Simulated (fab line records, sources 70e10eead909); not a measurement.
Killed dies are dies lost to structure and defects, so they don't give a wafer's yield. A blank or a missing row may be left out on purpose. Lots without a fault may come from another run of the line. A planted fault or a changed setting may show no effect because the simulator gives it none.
A struck lot beside a sound one | flow nand_harc | 19 steps out of a route of 1302
Sound: wafers L886.1, L886.5, L886.6. Struck: wafers L875.1, L875.5, L875.6. The cause comes at the end.
At each step with rows: each side's tool, then ch and its chambers, then its first start. Under that, the readings that differ: sound wafers | struck wafers | difference of the means | sigmas: that difference in standard deviations of wafers without a fault.
alike: readings whose means differ by less than 2 such deviations, and words and numbers that are the same on both sides. not compared: withheld readings, readings that some wafer has no value for, bounds like >300 that may hide the same value, and numbers for which the record gives no deviation and whose values overlap.
The two part at a step that has a row with sigmas, a row that says differs or no value, or rows on one side only. Numbers that don't overlap but have no deviation are shown without sigmas and don't part them. A reading that every wafer of one side lacks parts them only if that side has two wafers or more.

NHARC_P_ZERO_WELL_CD_MEAS_37: target cd 720 nm.
  sound on cd_sem-01 ch 0, day 7 10:06; struck on cd_sem-02 ch 0, day 2 20:16
  alike: cd_nm
then, 1 step without rows for these wafers: NHARC_P_ZERO_WELL_HARDBAKE_38 (time 80 s).
NHARC_P_ZERO_WELL_DESCUM_39: chemistry O2, time 3 s.
  sound on rie_diel-04 ch 0,1,3, day 7 10:18; struck on rie_diel-12 ch 1,2,3, day 2 20:26
  alike: drypump_motor_current_A, oes_product_au, rf_vpp_V, showerhead_plenum_p_Torr, throttle_valve_pct
  not compared: rf_hours_counter_h
then, 9 steps without rows for these wafers: NHARC_P_ZERO_WELL_IMPLANT_40; NHARC_P_ZERO_WELL_IMPLANT_59; NHARC_P_ZERO_WELL_IMPLANT_60; NHARC_P_ZERO_WELL_STRIP_41 (strips in SPM, time 840 s); NHARC_P_ZERO_WELL_DEHYDRATE_44 (time 120 s); NHARC_P_ZERO_WELL_HMDS_45 (time 30 s); NHARC_P_ZERO_WELL_COAT_46; NHARC_P_ZERO_WELL_SOFTBAKE_47 (time 95 s); NHARC_P_ZERO_WELL_EBR_48.
NHARC_P_ZERO_WELL_EXPOSE_49: exposes mask P HVPW, target cd 2000 nm.
  sound on krf_scanner-03 ch 0, day 7 11:37; struck on krf_scanner-02 ch 0, day 2 21:44
  reading | sound                      | struck                              | difference | sigmas
  mask    | P_HVPW#0 P_HVPW#0 P_HVPW#0 | P_HVPW_R1#0 P_HVPW_R1#0 P_HVPW_R1#0 | differs    |
  alike: stage_vel_mm_s
then, 2 steps without rows for these wafers: NHARC_P_ZERO_WELL_PEB_50 (peb time 85 s); NHARC_P_ZERO_WELL_DEVELOP_51 (time 70 s).
NHARC_P_ZERO_WELL_CD_MEAS_52: target cd 2000 nm.
  sound on cd_sem-02 ch 0, day 7 11:46; struck on cd_sem-03 ch 0, day 2 21:53
  reading    | sound                | struck               | difference | sigmas
  cd_nm (nm) | 2001.6 2001.2 2000.8 | 1927.6 1925.8 1925.7 | -74.8      | -53
then, 1 step without rows for these wafers: NHARC_P_ZERO_WELL_HARDBAKE_53 (time 80 s).
NHARC_P_ZERO_WELL_DESCUM_54: chemistry O2, time 3 s.
  sound on rie_diel-04 ch 0,1,3, day 7 11:57; struck on rie_diel-12 ch 1,2, day 2 22:03
  reading                      | sound          | struck         | difference | sigmas
  model.P_ZERO_WELL.cd_nm (nm) | 2002 2001 2001 | 1928 1926 1926 | -75        |
  alike: drypump_motor_current_A, oes_product_au, rf_vpp_V, showerhead_plenum_p_Torr, throttle_valve_pct
  not compared: rf_hours_counter_h
then, 1 step without rows for these wafers: NHARC_P_ZERO_WELL_IMPLANT_55.

WHERE THEY PART
First at NHARC_P_ZERO_WELL_EXPOSE_49; last, within this record, at NHARC_P_ZERO_WELL_CD_MEAS_52. Later steps at which nothing parts them and some readings are alike: NHARC_P_ZERO_WELL_DESCUM_54.

WHY: what the simulator had put in
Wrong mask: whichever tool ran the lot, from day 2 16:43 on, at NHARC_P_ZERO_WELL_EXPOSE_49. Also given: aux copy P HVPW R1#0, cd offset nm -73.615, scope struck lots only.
